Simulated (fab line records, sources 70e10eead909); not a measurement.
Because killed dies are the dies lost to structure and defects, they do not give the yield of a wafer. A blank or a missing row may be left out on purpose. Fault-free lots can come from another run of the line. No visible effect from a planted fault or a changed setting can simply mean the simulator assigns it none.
Check for tools in common || flow nand harc || Sample size 4 lots and 12 wafers

WHAT PROMPTED THE OPENING
At NHARC_END_SORT_01 the reading killed at periphery is flagged on 1 of 4 lots. Fault-free wafers read 4, with a standard deviation of 3.2.
Rule: a lot gets a flag if all its wafers with a number sit over 4 standard deviations from that mean, or if no wafer of it has a number. The rest of the lots are taken to be sound.

{"lot": "L594", "measured": "day 26 09:25", "on": "prober-02", "killed at periphery, wafer by wafer": "642 652 653", "flag": "FLAGGED"}
{"lot": "L602", "measured": "day 29 12:07", "on": "prober-02", "killed at periphery, wafer by wafer": "2 5 7", "flag": ""}
{"lot": "L603", "measured": "day 30 10:31", "on": "prober-01", "killed at periphery, wafer by wafer": "3 6 2", "flag": ""}
{"lot": "L611", "measured": "day 33 03:02", "on": "prober-01", "killed at periphery, wafer by wafer": "11 8 8", "flag": ""}
The numbers of the flagged lots are 649 on average: +645 against the usual, or +99 or more standard deviations.

TOOL THAT RAN EACH LOT
4 process steps preceding the reading are held in the record, out of 1302 steps in the route. Cell contents, in order: the tool; ch with the chambers the sampled wafers went through; the start.
{"lot": "L594", "flag": "FLAGGED", "NHARC_P_GATE_DEP_103": "pecvd-04 ch 0,1,2, day 7 05:41", "NHARC_P_GATE_STRIP_108": "rie diel-10 ch 1,2,3, day 7 07:11", "NHARC_P_GATE_ALD_36": "ald sin-02 ch 1,2,3, day 7 07:48", "NHARC_P_GATE_EXPOSE_43": "krf scanner-04 ch 0, day 7 18:16"}
{"lot": "L602", "flag": "", "NHARC_P_GATE_DEP_103": "pecvd-01 ch 0,1,2, day 10 08:54", "NHARC_P_GATE_STRIP_108": "rie diel-05 ch 0,1, day 10 10:23", "NHARC_P_GATE_ALD_36": "ald sin-01 ch 1,2, day 10 12:04", "NHARC_P_GATE_EXPOSE_43": "krf scanner-04 ch 0, day 10 21:23"}
{"lot": "L603", "flag": "", "NHARC_P_GATE_DEP_103": "pecvd-02 ch 0,1,2, day 11 03:44", "NHARC_P_GATE_STRIP_108": "rie diel-05 ch 0,3, day 11 05:13", "NHARC_P_GATE_ALD_36": "ald sin-03 ch 0,1,3, day 11 07:57", "NHARC_P_GATE_EXPOSE_43": "krf scanner-03 ch 0, day 11 16:14"}
{"lot": "L611", "flag": "", "NHARC_P_GATE_DEP_103": "pecvd-02 ch 0,1, day 14 05:28", "NHARC_P_GATE_STRIP_108": "rie diel-10 ch 0,1,3, day 14 06:58", "NHARC_P_GATE_ALD_36": "ald sin-01 ch 0,1,2, day 14 07:41", "NHARC_P_GATE_EXPOSE_43": "krf scanner-04 ch 0, day 14 18:01"}
These steps, and what they do:
- NHARC_P_GATE_DEP_103: deposits SiON, target thk 30 nm.
- NHARC_P_GATE_STRIP_108: strips in O2.
- NHARC_P_GATE_ALD_36: deposits SiNx, target thk 20 nm, pulse time 60 s, ald cycles 223.
- NHARC_P_GATE_EXPOSE_43: exposes mask P NSD, target cd 720 nm.
- NHARC_END_SORT_01

FLAGGED OVER TOTAL, TOOL BY TOOL (the gauges that took the reading come last)
{"step": "NHARC_P_GATE_DEP_103", "tool": "pecvd-01", "lots run": 1, "flagged": 0, "share of the flagged lots": "none", "sound lots run after its first flagged lot": "-"}
{"step": "NHARC_P_GATE_DEP_103", "tool": "pecvd-02", "lots run": 2, "flagged": 0, "share of the flagged lots": "none", "sound lots run after its first flagged lot": "-"}
{"step": "NHARC_P_GATE_DEP_103", "tool": "pecvd-04", "lots run": 1, "flagged": 1, "share of the flagged lots": "all", "sound lots run after its first flagged lot": 0}
{"step": "NHARC_P_GATE_STRIP_108", "tool": "rie diel-05", "lots run": 2, "flagged": 0, "share of the flagged lots": "none", "sound lots run after its first flagged lot": "-"}
{"step": "NHARC_P_GATE_STRIP_108", "tool": "rie diel-10", "lots run": 2, "flagged": 1, "share of the flagged lots": "all", "sound lots run after its first flagged lot": "1 (L611)"}
{"step": "NHARC_P_GATE_ALD_36", "tool": "ald sin-01", "lots run": 2, "flagged": 0, "share of the flagged lots": "none", "sound lots run after its first flagged lot": "-"}
{"step": "NHARC_P_GATE_ALD_36", "tool": "ald sin-02", "lots run": 1, "flagged": 1, "share of the flagged lots": "all", "sound lots run after its first flagged lot": 0}
{"step": "NHARC_P_GATE_ALD_36", "tool": "ald sin-03", "lots run": 1, "flagged": 0, "share of the flagged lots": "none", "sound lots run after its first flagged lot": "-"}
{"step": "NHARC_P_GATE_EXPOSE_43", "tool": "krf scanner-03", "lots run": 1, "flagged": 0, "share of the flagged lots": "none", "sound lots run after its first flagged lot": "-"}
{"step": "NHARC_P_GATE_EXPOSE_43", "tool": "krf scanner-04", "lots run": 3, "flagged": 1, "share of the flagged lots": "all", "sound lots run after its first flagged lot": "2 (L602,L611)"}
{"step": "NHARC_END_SORT_01", "tool": "prober-01", "lots run": 2, "flagged": 0, "share of the flagged lots": "none", "sound lots run after its first flagged lot": "-"}
{"step": "NHARC_END_SORT_01", "tool": "prober-02", "lots run": 2, "flagged": 1, "share of the flagged lots": "all", "sound lots run after its first flagged lot": "1 (L602)"}

THE TABLE: WHAT IT ALLOWS
5 rows of the table ran every flagged lot: pecvd-04 at NHARC_P_GATE_DEP_103, rie diel-10 at NHARC_P_GATE_STRIP_108, ald sin-02 at NHARC_P_GATE_ALD_36, krf scanner-04 at NHARC_P_GATE_EXPOSE_43, prober-02 at NHARC_END_SORT_01.
- pecvd-04 at NHARC_P_GATE_DEP_103: 1 of its 1 lot flagged. In this sample it ran no sound lot ahead of its first flagged lot, so there is no way to narrow down the start.
- rie diel-10 at NHARC_P_GATE_STRIP_108: 1 of its 2 lots flagged. Sound lots followed the first flagged one (L611) on it, something a lasting fault affecting the whole tool could not allow.
- ald sin-02 at NHARC_P_GATE_ALD_36: 1 of its 1 lot flagged. In this sample it ran no sound lot ahead of its first flagged lot, so there is no way to narrow down the start.
- krf scanner-04 at NHARC_P_GATE_EXPOSE_43: 1 of its 3 lots flagged. Sound lots followed the first flagged one (L602, L611) on it, something a lasting fault affecting the whole tool could not allow.
- prober-02 at NHARC_END_SORT_01: 1 of its 2 lots flagged. Sound lots followed the first flagged one (L602) on it, something a lasting fault affecting the whole tool could not allow.
A lot count leaves these 2 tools indistinguishable: every one of them fits a fault beginning at some hour. More lots, or a look at what each step does to the wafer, might.

WHAT THE SIMULATOR HAD PUT IN
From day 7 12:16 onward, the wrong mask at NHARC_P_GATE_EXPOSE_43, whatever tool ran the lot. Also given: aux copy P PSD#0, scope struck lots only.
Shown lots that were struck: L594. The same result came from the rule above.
